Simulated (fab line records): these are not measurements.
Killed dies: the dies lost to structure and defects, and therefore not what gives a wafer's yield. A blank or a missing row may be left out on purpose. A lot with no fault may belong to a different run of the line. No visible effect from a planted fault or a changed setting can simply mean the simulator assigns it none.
fab line records + flow n5_finfet
record:
- lots: 10
- wafers: 30
- last_day: 18
route steps=1938 shown BEOL_M15@1790 MIM_BOT_ETCH@1868 TV_LITHO@1879 PASSIVATION@1936
lots that met no fault: taken from a fault-free run of the same line
start_h: the number of hours between the record's first day and the start of the first shown wafer of the lot + wait_h: hours elapsed since this lot's preceding step + " repeats the value in the row above + L1.1+2: a row that stands for several wafers + - no value present, or no start provided + * or withheld: withheld + < > ~ a bound
route shown NAME@n: NAME is a module with steps in the file, n the number in the route of the first one + usual: average and standard deviation across the fault-free wafers + same: alike in all rows + chamber/n: place in a boat + sites: the reading at each site + _std_site: standard deviation across them + _edge_site: inner sites' mean taken away from outer sites' mean + radius_mm: how far each site lies from the wafer's centre + mask NAME#n: copy n + behind: tool/chamber where the wafer was last shaped + hold: why the lot went on hold/how many hours it stayed there/how the hold came to an end + device: the n, p or np transistor that did not switch + end of line: the route-end tests of the same wafers + where a step has no rows: the recipe by itself + killed: at the first sort, the dies lost to defects and structure; wafer yield is something else + map: shows each die of a wafer: x if killed, . if not, _ if none is there
set.NAME: the setting as run; set.NAME@STEP: as run at that earlier step + model.NAME: the simulator's own value behind a step, which no gauge read
one table for each step of the route and one row for each wafer, over a sample of lots
services: the hour from which a tool's chamber was out of use, counted from the record's first day as start_h (under 0 if before that day), plus the number of hours and why
== steps ==
step: N5_BEOL_M15_STRIP_64
recipe:
- chemistry: O2
- power_w: 600
- temp_c: 60
- pressure_mtorr: 30
- rf_frequency_hz: 6e+07
- bias_power_w: 0
- overash_fraction: 0.3
- o2_flow_sccm: 225
usual:
- drypump_motor_current_A: 5.48/0.26
- oes_product_au: 0.80/0.1
- rf_vpp_V: 3.7/0.47
- showerhead_plenum_p_Torr: 2.06/0.078
- throttle_valve_pct: 16.64/0.29
| lot.wafer | tool        | chamber | start_h | wait_h | drypump_motor_current_A | oes_product_au | rf_hours_counter_h | rf_vpp_V | showerhead_plenum_p_Torr | throttle_valve_pct |
|-----------|-------------|---------|---------|--------|-------------------------|----------------|--------------------|----------|--------------------------|--------------------|
| L645.1    | rie_diel-03 | 2       | -       | -      | 5.29                    | 0.71           | 193                | 2.6      | 2.08                     | 17.19              |
| L645.4    | "           | 3       | "       | "      | 5.71                    | 0.68           | 249                | 4.2      | 2.07                     | 17.03              |
| L645.5    | "           | 0       | "       | "      | 5.56                    | 0.70           | -                  | 3.9      | 2.07                     | 16.64              |
| L646.1    | rie_diel-03 | 0       | -       | -      | 5.60                    | 0.71           | 232                | 4.6      | 2.07                     | 16.64              |
| L646.5    | "           | 0       | "       | "      | 5.56                    | 0.71           | -                  | 4.1      | 2.07                     | 16.62              |
| L646.6    | "           | 1       | "       | "      | 5.20                    | 0.75           | -                  | 3.7      | 1.92                     | 16.46              |
| L649.3    | rie_diel-03 | 1       | -       | -      | 5.21                    | 0.75           | 170                | 2.9      | 1.92                     | 16.48              |
| L649.4    | "           | 0       | "       | "      | 5.57                    | 0.69           | -                  | 4.1      | 2.07                     | 16.62              |
| L649.6    | "           | 2       | "       | "      | 5.30                    | 0.71           | -                  | 3.6      | 2.08                     | 17.21              |
| L650.1    | rie_diel-03 | 1       | -       | -      | 5.24                    | 0.75           | 178                | 3.3      | 1.91                     | 16.49              |
| L650.2    | "           | 2       | "       | "      | 5.25                    | 0.71           | 209                | 3.1      | 2.08                     | 17.23              |
| L650.6    | "           | 1       | "       | "      | 5.23                    | 0.74           | -                  | 3.3      | 1.91                     | 16.50              |
| L654.1    | rie_diel-01 | 0       | -       | -      | 5.07                    | 0.78           | 113                | 3.9      | 2.11                     | 16.88              |
| L654.2    | "           | 2       | "       | "      | 5.69                    | 0.98           | 2                  | 3.1      | 2.06                     | 16.46              |
| L654.5    | "           | 0       | "       | "      | 5.08                    | 0.79           | -                  | 2.8      | 2.11                     | 16.88              |
| L656.1    | rie_diel-01 | 0       | -       | -      | 5.06                    | 0.77           | 115                | 4.0      | 2.11                     | 16.89              |
| L656.4    | "           | 0       | "       | "      | 5.08                    | 0.78           | -                  | 4.3      | 2.11                     | 16.88              |
| L656.5    | "           | 3       | "       | "      | 5.64                    | 0.72           | -                  | 3.5      | 2.00                     | 16.43              |
| L655.1    | rie_diel-01 | 2       | -       | -      | 5.67                    | 0.95           | 8                  | 3.4      | 2.06                     | 16.47              |
| L655.2    | "           | 1       | "       | "      | 5.59                    | 1.00           | 1                  | 4.2      | 2.15                     | 16.37              |
| L655.6    | "           | 1       | "       | "      | 5.57                    | 1.00           | -                  | 4.0      | 2.15                     | 16.40              |
| L660.1    | rie_diel-01 | 1       | -       | -      | 5.60                    | 0.96           | 8                  | 3.3      | 2.14                     | 16.39              |
| L660.4    | "           | 0       | "       | "      | 5.07                    | 0.78           | 123                | 4.0      | 2.11                     | 16.90              |
| L660.5    | "           | 0       | "       | "      | 5.08                    | 0.78           | -                  | 3.4      | 2.11                     | 16.91              |
| L663.3    | rie_diel-03 | 2       | -       | -      | 5.30                    | 0.69           | 236                | 3.8      | 2.07                     | 17.28              |
| L663.5    | "           | 1       | "       | "      | 5.18                    | 0.72           | -                  | 3.3      | 1.91                     | 16.53              |
| L663.6    | "           | 2       | "       | "      | 5.28                    | 0.69           | -                  | 3.0      | 2.07                     | 17.29              |
| L662.1    | rie_diel-03 | 3       | -       | -      | 5.69                    | 0.87           | 37                 | 3.6      | 2.05                     | 16.64              |
| L662.3    | "           | 0       | "       | "      | 5.59                    | 0.96           | 7                  | 3.3      | 2.06                     | 16.23              |
| L662.5    | "           | 1       | "       | "      | 5.24                    | 0.71           | -                  | 2.7      | 1.91                     | 16.53              |
step: N5_BEOL_M15_DESCUM_33
recipe:
- chemistry: O2
- time_s: 7.9
- source_power_w: 50
- bias_power_w: 20
- pressure_mtorr: 20
- rf_frequency_hz: 2.712e+07
- temp_c: 40
- o2_flow_sccm: 225
usual:
- drypump_motor_current_A: 5.48/0.28
- oes_product_au: 0.79/0.099
- rf_vpp_V: 242.8/1.6
- showerhead_plenum_p_Torr: 2.06/0.08
- throttle_valve_pct: 20.38/0.28
| lot.wafer | tool        | chamber | start_h | wait_h | drypump_motor_current_A | oes_product_au | rf_hours_counter_h | rf_vpp_V | showerhead_plenum_p_Torr | throttle_valve_pct |
|-----------|-------------|---------|---------|--------|-------------------------|----------------|--------------------|----------|--------------------------|--------------------|
| L645.1    | rie_diel-06 | 0       | 271.43  | 0.1    | 5.48                    | 0.86           | 80                 | 244.8    | 2.12                     | 20.17              |
| L645.4    | "           | 0       | "       | "      | 5.46                    | 0.84           | -                  | 244.7    | 2.12                     | 20.18              |
| L645.5    | "           | 1       | "       | "      | 5.98                    | 0.86           | -                  | 243.3    | 2.12                     | 20.16              |
| L646.1    | rie_diel-03 | 1       | 278.93  | 0.1    | 5.23                    | 0.75           | 166                | 240.2    | 1.91                     | 20.17              |
| L646.5    | "           | 1       | "       | "      | 5.20                    | 0.76           | -                  | 240.7    | 1.91                     | 20.18              |
| L646.6    | "           | 2       | "       | "      | 5.28                    | 0.73           | -                  | 242.9    | 2.08                     | 20.98              |
| L649.3    | rie_diel-01 | 2       | 290.76  | 0.0    | 5.69                    | 0.70           | 247                | 243.5    | 2.06                     | 20.64              |
| L649.4    | "           | 3       | "       | "      | 5.66                    | 0.74           | -                  | 242.1    | 2.00                     | 20.12              |
| L649.6    | "           | 2       | "       | "      | 5.69                    | 0.70           | -                  | 243.2    | 2.06                     | 20.64              |
| L650.1    | rie_diel-01 | 3       | 317.99  | 0.2    | 5.65                    | 0.72           | 171                | 242.9    | 2.00                     | 20.11              |
| L650.2    | "           | 1       | "       | "      | 5.60                    | 0.68           | 255                | 244.1    | 2.14                     | 20.54              |
| L650.6    | "           | 3       | "       | "      | 5.65                    | 0.73           | -                  | 241.2    | 2.00                     | 20.12              |
| L654.1    | rie_diel-01 | 2       | 336.36  | 0.2    | 5.70                    | 0.98           | 3                  | 242.2    | 2.06                     | 20.25              |
| L654.2    | "           | 3       | "       | "      | 5.66                    | 0.72           | 179                | 241.5    | 1.99                     | 20.13              |
| L654.5    | "           | 0       | "       | "      | 5.07                    | 0.77           | -                  | 244.6    | 2.11                     | 20.67              |
| L656.1    | rie_diel-01 | 3       | 340.75  | 0.4    | 5.68                    | 0.72           | 181                | 241.0    | 1.99                     | 20.14              |
| L656.4    | "           | 2       | "       | "      | 5.68                    | 0.97           | -                  | 242.6    | 2.06                     | 20.26              |
| L656.5    | "           | 3       | "       | "      | 5.68                    | 0.72           | -                  | 241.9    | 1.99                     | 20.14              |
| L655.1    | rie_diel-01 | 2       | 354.35  | 0.0    | 5.68                    | 0.96           | 9                  | 241.5    | 2.06                     | 20.27              |
| L655.2    | "           | 1       | "       | "      | 5.60                    | 0.98           | 1                  | 245.8    | 2.14                     | 20.16              |
| L655.6    | "           | 0       | "       | "      | 5.08                    | 0.77           | -                  | 244.3    | 2.11                     | 20.70              |
| L660.1    | rie_diel-01 | 0       | 372.28  | 0.0    | 5.05                    | 0.78           | 124                | 244.0    | 2.10                     | 20.69              |
| L660.4    | "           | 3       | "       | "      | 5.66                    | 0.71           | 191                | 241.6    | 1.99                     | 20.14              |
| L660.5    | "           | 0       | "       | "      | 5.06                    | 0.77           | -                  | 243.4    | 2.10                     | 20.69              |
| L663.3    | rie_diel-03 | 1       | 398.26  | 0.0    | 5.23                    | 0.72           | 205                | 239.4    | 1.90                     | 20.23              |
| L663.5    | "           | 1       | "       | "      | 5.21                    | 0.72           | -                  | 240.8    | 1.90                     | 20.23              |
| L663.6    | "           | 0       | "       | "      | 5.56                    | 0.97           | -                  | 241.9    | 2.05                     | 20.02              |
| L662.1    | rie_diel-06 | 2       | 400.11  | 0.0    | 5.98                    | 0.74           | 159                | 244.4    | 2.18                     | 20.22              |
| L662.3    | "           | 3       | "       | "      | 5.04                    | 0.91           | 19                 | 245.1    | 2.23                     | 20.13              |
| L662.5    | "           | 1       | "       | "      | 5.97                    | 0.81           | -                  | 242.4    | 2.11                     | 20.22              |
step: N5_MIM_BOT_ETCH_ETCH_00
recipe:
- chemistry: Cl2/BCl3
- target: TiN
- target_depth_a: 455
- ion_energy_ev: 150
- pressure_mtorr: 10
- icp_w: 1000
- bias_w: 126
- Cl2_flow_sccm: 53.25
- bcl3_flow_sccm: 21.75
- Ar_flow_sccm: 25
usual:
- drypump_motor_current_A: 5.6/0.41
- he_backside_leak_sccm: 3.3/0.32
- mfc_ar_sccm: 25.01/0.072
- oes_product_au: 0.78/0.1
- throttle_valve_pct: 22.07/0.25
| lot.wafer | tool         | chamber | start_h | wait_h | drypump_motor_current_A | he_backside_leak_sccm | mfc_ar_sccm | oes_product_au | rf_hours_counter_h | throttle_valve_pct |
|-----------|--------------|---------|---------|--------|-------------------------|-----------------------|-------------|----------------|--------------------|--------------------|
| L645.1    | rie_metal-01 | 0       | 279.96  | 0.1    | 6.0                     | 3.5                   | 24.95       | 0.69           | 92                 | 21.93              |
| L645.4    | "            | 1       | "       | "      | 5.5                     | 3.1                   | 25.06       | 0.62           | -                  | 22.51              |
| L645.5    | "            | 1       | "       | "      | 5.5                     | 3.3                   | 24.99       | 0.62           | -                  | 22.49              |
| L646.1    | rie_metal-02 | 0       | 294.25  | 0.1    | 5.4                     | 3.4                   | 24.96       | 0.68           | 97                 | 21.89              |
| L646.5    | "            | 0       | "       | "      | 5.4                     | 3.4                   | 25.04       | 0.68           | -                  | 21.88              |
| L646.6    | "            | 1       | "       | "      | 5.1                     | 3.3                   | 24.97       | 0.74           | -                  | 22.40              |
| L649.3    | rie_metal-03 | 0       | 299.27  | 0.1    | 6.2                     | 3.7                   | 25.06       | 0.79           | -                  | 21.96              |
| L649.4    | "            | 1       | "       | "      | 5.3                     | 3.1                   | 24.99       | 0.83           | -                  | 21.88              |
| L649.6    | "            | 0       | "       | "      | 6.3                     | 3.6                   | 25.00       | 0.79           | -                  | 21.94              |
| L650.1    | rie_metal-01 | 1       | 326.16  | 0.1    | 5.5                     | 3.3                   | 25.05       | 0.61           | 114                | 22.52              |
| L650.2    | "            | 0       | "       | "      | 6.0                     | 3.5                   | 25.14       | 0.67           | 96                 | 21.96              |
| L650.6    | "            | 0       | "       | "      | 6.0                     | 3.6                   | 24.97       | 0.67           | -                  | 21.96              |
| L654.1    | rie_metal-01 | 0       | 353.09  | 0.1    | 6.0                     | 3.7                   | 24.87       | 0.66           | 99                 | 21.98              |
| L654.2    | "            | 0       | "       | "      | 6.0                     | 3.6                   | 24.91       | 0.67           | -                  | 21.96              |
| L654.5    | "            | 0       | "       | "      | 6.0                     | 3.7                   | 24.95       | 0.67           | -                  | 21.96              |
| L656.1    | rie_metal-02 | 1       | 353.24  | 0.1    | 5.1                     | 3.3                   | 24.98       | 0.73           | 57                 | 22.40              |
| L656.4    | "            | 1       | "       | "      | 5.1                     | 3.2                   | 25.03       | 0.73           | -                  | 22.40              |
| L656.5    | "            | 0       | "       | "      | 5.4                     | 3.6                   | 25.02       | 0.68           | -                  | 21.88              |
| L655.1    | rie_metal-01 | 1       | 365.04  | 0.1    | 5.5                     | 3.3                   | 24.97       | 0.96           | 0                  | 22.24              |
| L655.2    | "            | 0       | "       | "      | 5.9                     | 3.4                   | 25.06       | 0.66           | 100                | 21.98              |
| L655.6    | "            | 1       | "       | "      | 5.5                     | 3.1                   | 25.07       | 0.96           | -                  | 22.23              |
| L660.1    | rie_metal-02 | 0       | 385.66  | 0.1    | 5.3                     | 3.2                   | 25.04       | 1.00           | 1                  | 21.62              |
| L660.4    | "            | 0       | "       | "      | 5.4                     | 3.3                   | 25.14       | 0.99           | -                  | 21.61              |
| L660.5    | "            | 1       | "       | "      | 5.1                     | 3.2                   | 25.13       | 0.72           | -                  | 22.40              |
| L663.3    | rie_metal-01 | 1       | 406.13  | 0.2    | 5.5                     | 3.1                   | 25.01       | 0.91           | -                  | 22.23              |
| L663.5    | "            | 1       | "       | "      | 5.5                     | 3.0                   | 25.02       | 0.90           | -                  | 22.22              |
| L663.6    | "            | 1       | "       | "      | 5.5                     | 2.9                   | 25.06       | 0.90           | -                  | 22.23              |
| L662.1    | rie_metal-01 | 1       | 411.21  | 0.1    | 5.5                     | 3.0                   | 24.97       | 0.89           | 7                  | 22.24              |
| L662.3    | "            | 1       | "       | "      | 5.5                     | 3.0                   | 24.93       | 0.91           | -                  | 22.22              |
| L662.5    | "            | 1       | "       | "      | 5.5                     | 3.0                   | 24.97       | 0.89           | -                  | 22.26              |
step: N5_PASSIVATION_EXPOSE_07
recipe:
- mask_id: TV
- na: 0.55
- source_shape: conventional
- sigma_outer: 0.8
- polarization: unpolarized
- defocus_nm: 0
- target_cd_nm: 3000
- dose_mj: 22.75
usual:
- focus_offset_nm: 0.0/0.5
| lot.wafer | tool           | chamber | start_h | wait_h | mask | focus_offset_nm |
|-----------|----------------|---------|---------|--------|------|-----------------|
| L645.1    | krf_scanner-02 | 0       | 281.41  | -      | TV#0 | -0.4            |
| L645.4    | "              | 0       | "       | "      | TV#0 | 0.3             |
| L645.5    | "              | 0       | "       | "      | TV#0 | 0.5             |
| L646.1    | krf_scanner-02 | 0       | 295.54  | -      | TV#0 | -0.6            |
| L646.5    | "              | 0       | "       | "      | TV#0 | -0.1            |
| L646.6    | "              | 0       | "       | "      | TV#0 | 0.3             |
| L649.3    | krf_scanner-02 | 0       | 300.16  | -      | TV#0 | 0.0             |
| L649.4    | "              | 0       | "       | "      | TV#0 | -0.2            |
| L649.6    | "              | 0       | "       | "      | TV#0 | -0.2            |
| L650.1    | krf_scanner-01 | 0       | 328.41  | -      | TV#0 | -0.1            |
| L650.2    | "              | 0       | "       | "      | TV#0 | 0.1             |
| L650.6    | "              | 0       | "       | "      | TV#0 | -0.1            |
| L654.1    | krf_scanner-01 | 0       | 354.20  | -      | TV#0 | 0.3             |
| L654.2    | "              | 0       | "       | "      | TV#0 | -0.2            |
| L654.5    | "              | 0       | "       | "      | TV#0 | 0.1             |
| L656.1    | krf_scanner-02 | 0       | 354.36  | -      | TV#0 | -0.1            |
| L656.4    | "              | 0       | "       | "      | TV#0 | 0.2             |
| L656.5    | "              | 0       | "       | "      | TV#0 | 0.4             |
| L655.1    | krf_scanner-01 | 0       | 367.53  | -      | TV#0 | -0.7            |
| L655.2    | "              | 0       | "       | "      | TV#0 | 0.2             |
| L655.6    | "              | 0       | "       | "      | TV#0 | 0.2             |
| L660.1    | krf_scanner-01 | 0       | 388.43  | -      | TV#0 | 0.4             |
| L660.4    | "              | 0       | "       | "      | TV#0 | -0.1            |
| L660.5    | "              | 0       | "       | "      | TV#0 | 0.7             |
| L663.3    | krf_scanner-01 | 0       | 407.22  | -      | TV#0 | 0.2             |
| L663.5    | "              | 0       | "       | "      | TV#0 | -0.1            |
| L663.6    | "              | 0       | "       | "      | TV#0 | -0.1            |
| L662.1    | krf_scanner-02 | 0       | 414.33  | -      | TV#0 | -0.5            |
| L662.3    | "              | 0       | "       | "      | TV#0 | 0.4             |
| L662.5    | "              | 0       | "       | "      | TV#0 | 0.1             |
step: N5_PASSIVATION_OVL_MEAS_60
recipe:
- points_per_wafer: 44
usual:
- TV_OVL: -1/4.8
| lot.wafer | tool       | chamber | start_h | wait_h | TV_OVL[nm] |
|-----------|------------|---------|---------|--------|------------|
| L645.1    | overlay-01 | 0       | 281.61  | 0.0    | -5         |
| L645.4    | "          | 0       | "       | "      | -6         |
| L645.5    | "          | 0       | "       | "      | -4         |
| L646.1    | overlay-02 | 0       | 295.74  | 0.0    | 1          |
| L646.5    | "          | 0       | "       | "      | -4         |
| L646.6    | "          | 0       | "       | "      | 3          |
| L649.3    | overlay-02 | 0       | 300.38  | 0.1    | -3         |
| L649.4    | "          | 0       | "       | "      | 0          |
| L649.6    | "          | 0       | "       | "      | 1          |
| L650.1    | overlay-01 | 0       | 328.62  | 0.0    | -7         |
| L650.2    | "          | 0       | "       | "      | -4         |
| L650.6    | "          | 0       | "       | "      | -9         |
| L654.1    | overlay-01 | 0       | 354.41  | 0.0    | 1          |
| L654.2    | "          | 0       | "       | "      | 4          |
| L654.5    | "          | 0       | "       | "      | 4          |
| L656.1    | overlay-02 | 0       | 354.57  | 0.0    | 0          |
| L656.4    | "          | 0       | "       | "      | 6          |
| L656.5    | "          | 0       | "       | "      | 2          |
| L655.1    | overlay-02 | 0       | 367.74  | 0.0    | -2         |
| L655.2    | "          | 0       | "       | "      | 6          |
| L655.6    | "          | 0       | "       | "      | -3         |
| L660.1    | overlay-02 | 0       | 388.64  | 0.0    | 417        |
| L660.4    | "          | 0       | "       | "      | 416        |
| L660.5    | "          | 0       | "       | "      | 415        |
| L663.3    | overlay-01 | 0       | 407.41  | 0.0    | 415        |
| L663.5    | "          | 0       | "       | "      | 413        |
| L663.6    | "          | 0       | "       | "      | 421        |
| L662.1    | overlay-02 | 0       | 414.53  | 0.0    | 5          |
| L662.3    | "          | 0       | "       | "      | 6          |
| L662.5    | "          | 0       | "       | "      | -3         |
step: N5_PASSIVATION_PROBE_49
usual:
- defect_limited_yield: 91.0/1.5
- killed_at_M0_to_M3: 37/12
- killed_at_M4_up: 13/5
- killed_at_contacts: 13/6.1
- killed_at_front_end: 39/11
- killed_at_other: 4/3.2
- killed_dies: 106/17
- killed_on_rim: 13/4.2
- killed_open: 69/12
- killed_short: 35/7.9
- sort_bin_5_function: 5.3/1
- sort_bin_6_memory: 3.3/0.68
- sort_n_pass: 1074/17
- sort_yield_pct: 91.0/1.5
same:
- gross_dies: 1180
- killed_at_back_side: 0
- sort_bin_4_leakage[%]: 0
- sort_bin_8_speed[%]: 0
| lot.wafer | tool      | chamber | start_h | wait_h | defect_limited_yield[%] | killed_at_M0_to_M3 | killed_at_M4_up | killed_at_contacts | killed_at_front_end | killed_at_other | killed_dies | killed_on_rim | killed_open | killed_short | sort_bin_5_function[%] | sort_bin_6_memory[%] | sort_n_pass | sort_yield_pct[%] |
|-----------|-----------|---------|---------|--------|-------------------------|--------------------|-----------------|--------------------|---------------------|-----------------|-------------|---------------|-------------|--------------|------------------------|----------------------|-------------|-------------------|
| L655.2    | prober-01 | -       | 374.46  | 0.1    | 90.4                    | 46                 | 11              | 18                 | 29                  | 9               | 113         | 16            | 78          | 34           | 5.9                    | 3.5                  | 1067        | 90.4              |
killed by level:class
L655.2 MOL_CONTACT_COAG:geometric_particle:open=15 BEOL_M3:geometric_particle:open=13 BEOL_M0_SAQP:geometric_particle:short=11 BEOL_M0_SAQP:geometric_particle:open=9 BEOL_M4:geometric_particle:open=8 STI_FIN_REVEAL:geometric_particle:open=4 GATE_CUT:geometric_particle:short=4 GATE_CUT:geometric_particle:open=4
== services ==
| tool           | chamber | start_h | hours | kind   |
|----------------|---------|---------|-------|--------|
| krf_scanner-01 | -       | 261.51  | 1.3   | pm     |
| rie_diel-06    | 2       | 269.26  | 3.9   | repair |
| krf_scanner-01 | -       | 272.12  | 3.6   | pm     |
| rie_diel-01    | 0       | 275.92  | 17.7  | repair |
| krf_scanner-02 | -       | 283.03  | 1.8   | repair |
| krf_scanner-01 | -       | 308.13  | 3.0   | pm     |
| rie_metal-01   | 1       | 330.56  | 9.9   | repair |
| rie_metal-02   | 0       | 332.36  | 2.5   | repair |
| rie_diel-03    | -       | 339.99  | 0.7   | repair |
| krf_scanner-01 | -       | 344.30  | 0.8   | pm     |
| krf_scanner-02 | -       | 348.03  | 1.1   | repair |
| rie_diel-06    | 0       | 356.11  | 2.4   | repair |
| rie_diel-01    | 0       | 358.70  | 5.0   | repair |
| rie_diel-03    | 0       | 364.52  | 16.1  | repair |
| rie_diel-01    | 0       | 367.00  | 3.0   | repair |
| krf_scanner-02 | -       | 376.39  | 1.5   | repair |
| krf_scanner-02 | -       | 385.49  | 2.4   | repair |
| krf_scanner-02 | -       | 387.93  | 1.0   | pm     |
| krf_scanner-01 | -       | 388.93  | 1.0   | pm     |
| krf_scanner-02 | -       | 391.60  | 0.5   | repair |
| krf_scanner-01 | -       | 393.51  | 0.6   | repair |
| krf_scanner-02 | -       | 399.93  | 0.8   | pm     |
| krf_scanner-02 | -       | 407.15  | 1.3   | pm     |
| krf_scanner-01 | -       | 412.77  | 4.0   | pm     |
== key ==
first_sign:
- step: N5_PASSIVATION_OVL_MEAS_60
- reading: TV_OVL
- direction: up
- sigmas: 87
- usual: -1
- struck: 416
effect none on later readings
met_at N5_PASSIVATION_EXPOSE_07
struck_lots L660,L663
not_acting_at N5_BEOL_M15_STRIP_64,N5_BEOL_M15_DESCUM_33,N5_MIM_BOT_ETCH_ETCH_00
onset_between 367.53 388.43
fault:
- kind: scanner_matching_overlay
- tool: krf_scanner-01
- chamber: -
- onset_h: 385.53
- steps: N5_PASSIVATION_EXPOSE_07
- offset: 419.09
